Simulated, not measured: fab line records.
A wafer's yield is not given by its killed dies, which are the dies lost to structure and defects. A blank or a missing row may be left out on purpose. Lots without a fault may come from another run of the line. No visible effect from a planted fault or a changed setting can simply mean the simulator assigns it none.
The tool behind it: which one? :: flow n5_finfet :: 27 wafers from 9 lots sampled at 6 of the route's 1938 steps

== WHAT THE GAUGES SHOWED, per wafer ==
N5_BEOL_M2_INSPECT_59: inspects for defects (darkfield). Usual: raw_defect_count 69, standard deviation 23.
lot: L476
measured: day 7 16:15
on: defect_inspect-02
raw_defect_count: 79 115 66
flag: 

lot: L479
measured: day 7 21:52
on: defect_inspect-02
raw_defect_count: 46 65 56
flag: 

lot: L480
measured: day 8 00:26
on: defect_inspect-02
raw_defect_count: 65 59 63
flag: 

lot: L488
measured: day 10 12:52
on: defect_inspect-02
raw_defect_count: 97 113 104
flag: 

lot: L490
measured: day 11 00:04
on: defect_inspect-01
raw_defect_count: 40 65 38
flag: 

lot: L493
measured: day 11 01:55
on: defect_inspect-01
raw_defect_count: 81 75 94
flag: 

lot: L494
measured: day 11 19:51
on: defect_inspect-01
raw_defect_count: 63 42 49
flag: 

lot: L496
measured: day 13 07:16
on: defect_inspect-01
raw_defect_count: 71 78 67
flag: 

lot: L497
measured: day 13 07:22
on: defect_inspect-01
raw_defect_count: 69 90 61
flag: 

N5_BEOL_M3_THK_MEAS_01. Usual: for M3_ILD_THK the level is 79.1 nm and the standard deviation is 0.92.
lot: L476
measured: day 7 16:22
on: film_metro-01
M3_ILD_THK (nm): 78.1 79.0 80.4
flag: 

lot: L479
measured: day 7 21:58
on: film_metro-01
M3_ILD_THK (nm): 78.4 77.5 80.1
flag: 

lot: L480
measured: day 8 00:33
on: film_metro-02
M3_ILD_THK (nm): 78.7 79.9 81.1
flag: 

lot: L488
measured: day 10 12:59
on: film_metro-01
M3_ILD_THK (nm): 115.1 79.2 81.2
flag: OFF

lot: L490
measured: day 11 00:10
on: film_metro-01
M3_ILD_THK (nm): 114.0 78.9 116.1
flag: OFF

lot: L493
measured: day 11 02:01
on: film_metro-02
M3_ILD_THK (nm): 78.6 79.0 80.0
flag: 

lot: L494
measured: day 11 19:57
on: film_metro-01
M3_ILD_THK (nm): 77.8 78.3 79.5
flag: 

lot: L496
measured: day 13 07:22
on: film_metro-02
M3_ILD_THK (nm): 79.1 78.3 80.5
flag: 

lot: L497
measured: day 13 07:28
on: film_metro-02
M3_ILD_THK (nm): 77.3 79.5 79.3
flag: 

N5_BEOL_M4_RC_MEAS_101. Usual: DIBL_N 36.8 mV/V, standard deviation 1.9; DIBL_P 36.5 mV/V, standard deviation 2.1; IOFF_N 0.17 nA/um, standard deviation 0.038; IOFF_P 0.22 nA/um, standard deviation 0.039; ION_N 675 uA/um, standard deviation 12; ION_P 463 uA/um, standard deviation 7.4; SS_N 71.6 mV/dec, standard deviation 0.71; SS_P 73.4 mV/dec, standard deviation 0.72; VT_N 249 mV, standard deviation 3.3; VT_P -250 mV, standard deviation 3.3.
lot: L476
measured: day 8 08:25
on: prober-01
DIBL_N (mV/V): 34.7 39.9 35.7
DIBL_P (mV/V): 34.3 40.0 34.5
IOFF_N (nA/um): 0.12 0.21 0.12
IOFF_P (nA/um): 0.16 0.24 0.16
ION_N (uA/um): 657 680 656
ION_P (uA/um): 453 459 450
SS_N (mV/dec): 71.0 72.7 70.9
SS_P (mV/dec): 72.6 74.3 72.9
VT_N (mV): 251 249 252
VT_P (mV): -256 -252 -256
flag: 

lot: L479
measured: day 9 03:22
on: prober-01
DIBL_N (mV/V): 34.4 33.6 34.9
DIBL_P (mV/V): 35.3 34.6 35.1
IOFF_N (nA/um): 0.14 0.13 0.15
IOFF_P (nA/um): 0.19 0.18 0.19
ION_N (uA/um): 671 657 670
ION_P (uA/um): 453 455 455
SS_N (mV/dec): 70.9 71.0 70.8
SS_P (mV/dec): 73.0 72.9 73.9
VT_N (mV): 250 252 253
VT_P (mV): -252 -251 -251
flag: 

lot: L480
measured: day 9 05:13
on: prober-01
DIBL_N (mV/V): 34.9 35.7 32.1
DIBL_P (mV/V): 33.1 34.4 30.7
IOFF_N (nA/um): 0.12 0.13 0.10
IOFF_P (nA/um): 0.15 0.16 0.13
ION_N (uA/um): 653 665 645
ION_P (uA/um): 449 455 447
SS_N (mV/dec): 71.0 71.1 70.5
SS_P (mV/dec): 72.1 72.6 72.0
VT_N (mV): 254 255 255
VT_P (mV): -257 -255 -255
flag: 

lot: L488
measured: day 11 22:56
on: prober-01
DIBL_N (mV/V): 40.4 34.9
DIBL_P (mV/V): 39.5 35.6
IOFF_N (nA/um): 0.26 0.14
IOFF_P (nA/um): 0.29 0.21
ION_N (uA/um): 674 678
ION_P (uA/um): 458 480
SS_N (mV/dec): 72.3 70.3
SS_P (mV/dec): 73.7 72.1
VT_N (mV): 245 250
VT_P (mV): -247 -248
flag: 

lot: L490
measured: day 12 23:40
on: prober-01
DIBL_N (mV/V): 34.7
DIBL_P (mV/V): 34.8
IOFF_N (nA/um): 0.14
IOFF_P (nA/um): 0.23
ION_N (uA/um): 682
ION_P (uA/um): 480
SS_N (mV/dec): 70.9
SS_P (mV/dec): 73.4
VT_N (mV): 251
VT_P (mV): -248
flag: 

lot: L493
measured: day 13 04:44
on: prober-02
DIBL_N (mV/V): 36.2 38.4 34.2
DIBL_P (mV/V): 35.5 37.3 32.5
IOFF_N (nA/um): 0.13 0.16 0.11
IOFF_P (nA/um): 0.18 0.20 0.14
ION_N (uA/um): 676 667 673
ION_P (uA/um): 461 454 456
SS_N (mV/dec): 71.8 72.5 71.4
SS_P (mV/dec): 73.3 73.9 72.3
VT_N (mV): 253 252 254
VT_P (mV): -256 -251 -257
flag: 

lot: L494
measured: day 14 01:32
on: prober-01
DIBL_N (mV/V): 41.5 37.3 36.6
DIBL_P (mV/V): 43.1 37.8 36.4
IOFF_N (nA/um): 0.26 0.15 0.14
IOFF_P (nA/um): 0.28 0.19 0.17
ION_N (uA/um): 693 673 672
ION_P (uA/um): 473 458 455
SS_N (mV/dec): 73.3 71.5 71.4
SS_P (mV/dec): 75.2 74.0 73.0
VT_N (mV): 244 253 254
VT_P (mV): -251 -255 -256
flag: 

lot: L496
measured: day 14 18:22
on: prober-02
DIBL_N (mV/V): 34.5 35.6 36.0
DIBL_P (mV/V): 33.5 34.9 35.2
IOFF_N (nA/um): 0.12 0.13 0.15
IOFF_P (nA/um): 0.15 0.17 0.17
ION_N (uA/um): 681 677 676
ION_P (uA/um): 463 462 456
SS_N (mV/dec): 70.7 71.7 72.1
SS_P (mV/dec): 72.4 73.2 73.9
VT_N (mV): 252 254 250
VT_P (mV): -252 -253 -254
flag: 

lot: L497
measured: day 15 02:19
on: prober-01
DIBL_N (mV/V): 36.0 39.1 37.1
DIBL_P (mV/V): 36.2 39.6 37.7
IOFF_N (nA/um): 0.15 0.19 0.17
IOFF_P (nA/um): 0.20 0.25 0.24
ION_N (uA/um): 674 679 675
ION_P (uA/um): 460 459 464
SS_N (mV/dec): 71.2 72.2 72.1
SS_P (mV/dec): 72.9 74.1 73.0
VT_N (mV): 249 246 249
VT_P (mV): -252 -249 -252
flag: 

== WHAT TOOL EACH LOT RAN ON (gives the tool, then ch and the chambers of the sampled wafers, and finally the start) ==
lot: L476
N5_BEOL_M2_SPUTTER_94: pvd_sputter-02, day 7 14:53
N5_BEOL_M2_SPUTTER_96: pvd_sputter-02, day 7 15:07
N5_BEOL_M3_ILD_DEP_00: pecvd-01 ch 0,1,2, day 7 16:17

lot: L479
N5_BEOL_M2_SPUTTER_94: pvd_sputter-01, day 7 20:35
N5_BEOL_M2_SPUTTER_96: pvd_sputter-01, day 7 20:48
N5_BEOL_M3_ILD_DEP_00: pecvd-04 ch 0,1, day 7 21:55

lot: L480
N5_BEOL_M2_SPUTTER_94: pvd_sputter-01, day 7 23:06
N5_BEOL_M2_SPUTTER_96: pvd_sputter-01, day 7 23:19
N5_BEOL_M3_ILD_DEP_00: pecvd-01 ch 0,1,2, day 8 00:29

lot: L488
N5_BEOL_M2_SPUTTER_94: pvd_sputter-02, day 10 11:32
N5_BEOL_M2_SPUTTER_96: pvd_sputter-02, day 10 11:46
N5_BEOL_M3_ILD_DEP_00: pecvd-04 ch 1,2, day 10 12:55

lot: L490
N5_BEOL_M2_SPUTTER_94: pvd_sputter-03, day 10 22:43
N5_BEOL_M2_SPUTTER_96: pvd_sputter-03, day 10 22:56
N5_BEOL_M3_ILD_DEP_00: pecvd-04 ch 0,2, day 11 00:06

lot: L493
N5_BEOL_M2_SPUTTER_94: pvd_sputter-03, day 11 00:34
N5_BEOL_M2_SPUTTER_96: pvd_sputter-03, day 11 00:47
N5_BEOL_M3_ILD_DEP_00: pecvd-02 ch 0,1, day 11 01:58

lot: L494
N5_BEOL_M2_SPUTTER_94: pvd_sputter-02, day 11 18:31
N5_BEOL_M2_SPUTTER_96: pvd_sputter-02, day 11 18:44
N5_BEOL_M3_ILD_DEP_00: pecvd-02 ch 0,1,2, day 11 19:53

lot: L496
N5_BEOL_M2_SPUTTER_94: pvd_sputter-03, day 13 05:46
N5_BEOL_M2_SPUTTER_96: pvd_sputter-03, day 13 05:59
N5_BEOL_M3_ILD_DEP_00: pecvd-02 ch 0,1, day 13 07:18

lot: L497
N5_BEOL_M2_SPUTTER_94: pvd_sputter-01, day 13 05:53
N5_BEOL_M2_SPUTTER_96: pvd_sputter-01, day 13 06:07
N5_BEOL_M3_ILD_DEP_00: pecvd-02 ch 0,1,2, day 13 07:24
- N5_BEOL_M2_SPUTTER_94: material Cu, target thk 4.5 nm, time 8.29 s.
- N5_BEOL_M2_SPUTTER_96: material Cu, target thk 4.5 nm, time 8.29 s.
- N5_BEOL_M3_ILD_DEP_00: deposits SiOC from DEMS/O2, target thk 79 nm, time 15.3 s.

== WHAT THE TOOLS THEMSELVES READ (means of the sampled wafers that have a number; where no wafer has one, the mark that the record gives instead) ==
N5_BEOL_M2_SPUTTER_94. Usual: susceptor_temp_C -19.99 C, standard deviation 0.093; throttle_valve_pct 29.4 %, standard deviation 0.99.
lot: L476
tool: pvd_sputter-02
susceptor_temp_C (C): -20.10
throttle_valve_pct (%): 29.1
flag: 

lot: L479
tool: pvd_sputter-01
susceptor_temp_C (C): -20.03
throttle_valve_pct (%): 29.6
flag: 

lot: L480
tool: pvd_sputter-01
susceptor_temp_C (C): -20.01
throttle_valve_pct (%): 28.9
flag: 

lot: L488
tool: pvd_sputter-02
susceptor_temp_C (C): -20.04
throttle_valve_pct (%): 29.1
flag: 

lot: L490
tool: pvd_sputter-03
susceptor_temp_C (C): -20.00
throttle_valve_pct (%): 29.6
flag: 

lot: L493
tool: pvd_sputter-03
susceptor_temp_C (C): -19.98
throttle_valve_pct (%): 29.7
flag: 

lot: L494
tool: pvd_sputter-02
susceptor_temp_C (C): -20.00
throttle_valve_pct (%): 29.2
flag: 

lot: L496
tool: pvd_sputter-03
susceptor_temp_C (C): -19.98
throttle_valve_pct (%): 29.9
flag: 

lot: L497
tool: pvd_sputter-01
susceptor_temp_C (C): -20.01
throttle_valve_pct (%): 29.2
flag: 

N5_BEOL_M2_SPUTTER_96. Usual: susceptor_temp_C -20.00 C, standard deviation 0.11; throttle_valve_pct 29.4 %, standard deviation 1.
lot: L476
tool: pvd_sputter-02
susceptor_temp_C (C): -19.98
throttle_valve_pct (%): 29.3
flag: 

lot: L479
tool: pvd_sputter-01
susceptor_temp_C (C): -20.06
throttle_valve_pct (%): 29.5
flag: 

lot: L480
tool: pvd_sputter-01
susceptor_temp_C (C): -20.02
throttle_valve_pct (%): 28.9
flag: 

lot: L488
tool: pvd_sputter-02
susceptor_temp_C (C): -19.98
throttle_valve_pct (%): 29.4
flag: 

lot: L490
tool: pvd_sputter-03
susceptor_temp_C (C): -20.13
throttle_valve_pct (%): 29.6
flag: 

lot: L493
tool: pvd_sputter-03
susceptor_temp_C (C): -20.02
throttle_valve_pct (%): 29.7
flag: 

lot: L494
tool: pvd_sputter-02
susceptor_temp_C (C): -20.02
throttle_valve_pct (%): 29.3
flag: 

lot: L496
tool: pvd_sputter-03
susceptor_temp_C (C): -20.04
throttle_valve_pct (%): 29.9
flag: 

lot: L497
tool: pvd_sputter-01
susceptor_temp_C (C): -20.10
throttle_valve_pct (%): 29.1
flag: 

N5_BEOL_M3_ILD_DEP_00. Usual: chamber_pressure_Torr 5.000 Torr, standard deviation 0.0097; heater_power_w 488 W, standard deviation 69; rf_fwd_power_W 493.5 W, standard deviation 2.1; showerhead_plenum_p_Torr 5.687 Torr, standard deviation 0.016; susceptor_temp_C 349.98 C, standard deviation 0.19; throttle_valve_pct 12.1 %, standard deviation 0.65.
lot: L476
tool: pecvd-01
chamber_pressure_Torr (Torr): 5.003
heater_power_w (W): 586
rf_fwd_power_W (W): 493.8
showerhead_plenum_p_Torr (Torr): 5.690
susceptor_temp_C (C): 350.16
throttle_valve_pct (%): 12.2
flag: 

lot: L479
tool: pecvd-04
chamber_pressure_Torr (Torr): 5.000
heater_power_w (W): 468
rf_fwd_power_W (W): 491.1
showerhead_plenum_p_Torr (Torr): 5.667
susceptor_temp_C (C): 349.97
throttle_valve_pct (%): 12.0
flag: 

lot: L480
tool: pecvd-01
chamber_pressure_Torr (Torr): 4.998
heater_power_w (W): 552
rf_fwd_power_W (W): 493.5
showerhead_plenum_p_Torr (Torr): 5.696
susceptor_temp_C (C): 349.87
throttle_valve_pct (%): 12.1
flag: 

lot: L488
tool: pecvd-04
chamber_pressure_Torr (Torr): 5.004
heater_power_w (W): 398
rf_fwd_power_W (W): 493.4
showerhead_plenum_p_Torr (Torr): 5.684
susceptor_temp_C (C): 350.12
throttle_valve_pct (%): 12.1
flag: 

lot: L490
tool: pecvd-04
chamber_pressure_Torr (Torr): 4.992
heater_power_w (W): 489
rf_fwd_power_W (W): 494.2
showerhead_plenum_p_Torr (Torr): 5.678
susceptor_temp_C (C): 349.99
throttle_valve_pct (%): 12.2
flag: 

lot: L493
tool: pecvd-02
chamber_pressure_Torr (Torr): 5.006
heater_power_w (W): 423
rf_fwd_power_W (W): 495.8
showerhead_plenum_p_Torr (Torr): 5.685
susceptor_temp_C (C): 349.85
throttle_valve_pct (%): 12.0
flag: 

lot: L494
tool: pecvd-02
chamber_pressure_Torr (Torr): 4.996
heater_power_w (W): 475
rf_fwd_power_W (W): 495.3
showerhead_plenum_p_Torr (Torr): 5.686
susceptor_temp_C (C): 349.78
throttle_valve_pct (%): 11.7
flag: 

lot: L496
tool: pecvd-02
chamber_pressure_Torr (Torr): 5.009
heater_power_w (W): 433
rf_fwd_power_W (W): 495.8
showerhead_plenum_p_Torr (Torr): 5.683
susceptor_temp_C (C): 349.99
throttle_valve_pct (%): 11.8
flag: 

lot: L497
tool: pecvd-02
chamber_pressure_Torr (Torr): 5.000
heater_power_w (W): 461
rf_fwd_power_W (W): 495.3
showerhead_plenum_p_Torr (Torr): 5.680
susceptor_temp_C (C): 350.01
throttle_valve_pct (%): 11.9
flag: 

== THE ANSWER, worked out from the rows above alone ==
Rule: take the mean of a lot's wafers that have a number; if it is more than 3 standard deviations from the usual mean, the lot is off. Also off: a lot with no number at a reading for which 4 or more lots have one. All remaining lots with rows at the step are treated as sound. After the gauges, taken in route order, come the tools' own readings; for these a lot's mean is taken, as printed above. The first step at which some lot is off is used, and at that step the reading that is off furthest; a lot without a number counts as furthest.
Off: L488, L490, at N5_BEOL_M3_THK_MEAS_01 (M3_ILD_THK).
A tool fits if, at a process step before that reading, it ran every lot that is off, and no sound lot after the first of them. Gauges at N5_BEOL_M3_THK_MEAS_01: tried the same way as those tools. One candidate fits, namely pecvd-04 at N5_BEOL_M3_ILD_DEP_00. A fault onset in the window from L479 (day 7 21:55, its last sound lot) to L488 (day 10 12:55, its first lot off) fits.

== WHAT THE SIMULATOR PUT IN ==
pecvd-04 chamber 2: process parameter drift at N5_BEOL_M3_ILD_DEP_00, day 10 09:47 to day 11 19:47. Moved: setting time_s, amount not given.
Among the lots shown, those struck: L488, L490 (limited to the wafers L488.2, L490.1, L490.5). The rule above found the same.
